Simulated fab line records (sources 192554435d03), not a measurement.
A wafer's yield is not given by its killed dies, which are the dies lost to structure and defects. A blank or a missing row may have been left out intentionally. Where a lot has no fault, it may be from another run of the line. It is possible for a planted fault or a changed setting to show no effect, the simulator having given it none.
Matching of chambers + flow n5-finfet + N5_BEOL_M6_DEP_56 on pecvd-02: 3 sister chambers
The step deposits SiCN from 3MS/NH3, target thk 10 nm, time 17.5 s. 6 wafers are shown with their chamber, then 8 later ones without.

== EACH WAFER AND ITS CHAMBER ==
| wafer  | chamber | throttle-valve-pct (%) | showerhead-plenum-p-Torr (Torr) |
|--------|---------|------------------------|---------------------------------|
| L078.5 | 2       | 8.7                    | 3.673                           |
| L083.3 | 1       | 9.3                    | 3.651                           |
| L083.6 | 2       | 8.9                    | 3.667                           |
| L084.5 | 1       | 9.3                    | 3.651                           |
| L084.6 | 0       | 8.9                    | 3.671                           |
| L089.1 | 0       | 9.4                    | 3.660                           |

== WAFERS WHOSE CHAMBER IS MISSING ==
| wafer  | throttle-valve-pct (%) | showerhead-plenum-p-Torr (Torr) |
|--------|------------------------|---------------------------------|
| L089.3 | 8.8                    | 3.673                           |
| L089.5 | 9.1                    | 3.662                           |
| L093.2 | 8.6                    | 3.687                           |
| L093.3 | 8.9                    | 3.664                           |
| L093.6 | 9.1                    | 3.675                           |
| L097.2 | 9.2                    | 3.660                           |
| L097.3 | 9.1                    | 3.671                           |
| L097.6 | 9.1                    | 3.657                           |

== EACH ONE'S CHAMBER ==
| wafer  | from the rows above          | in truth |
|--------|------------------------------|----------|
| L089.3 | can't be placed: 2 or 0      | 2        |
| L089.5 | can't be placed: 0 or 2 or 1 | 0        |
| L093.2 | can't be placed: 2 or 0      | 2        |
| L093.3 | can't be placed: 0 or 2 or 1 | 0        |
| L093.6 | can't be placed: 2 or 0      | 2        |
| L097.2 | can't be placed: 0 or 1 or 2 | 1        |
| L097.3 | can't be placed: 0 or 2      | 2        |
| L097.6 | can't be placed: 1 or 0 or 2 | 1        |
0 of 8 placed correctly. These rows do not allow placing 8 (true chamber among the candidates in 8). 0 placed wrongly.
How it was worked out, from the rows above alone: a wafer's distance from a chamber is the root of the sum, over the readings, of the square of ((its reading less the chamber's mean) divided by the reading's scatter). The wafer belongs to the nearest chamber; if the next one is less than 2 further off, it can't be placed. A chamber's mean is the mean of its shown wafers. The scatter is the square root of a quotient: the sum, over the shown wafers, of each reading's squared deviation from its chamber's mean, divided by wafers minus chambers.
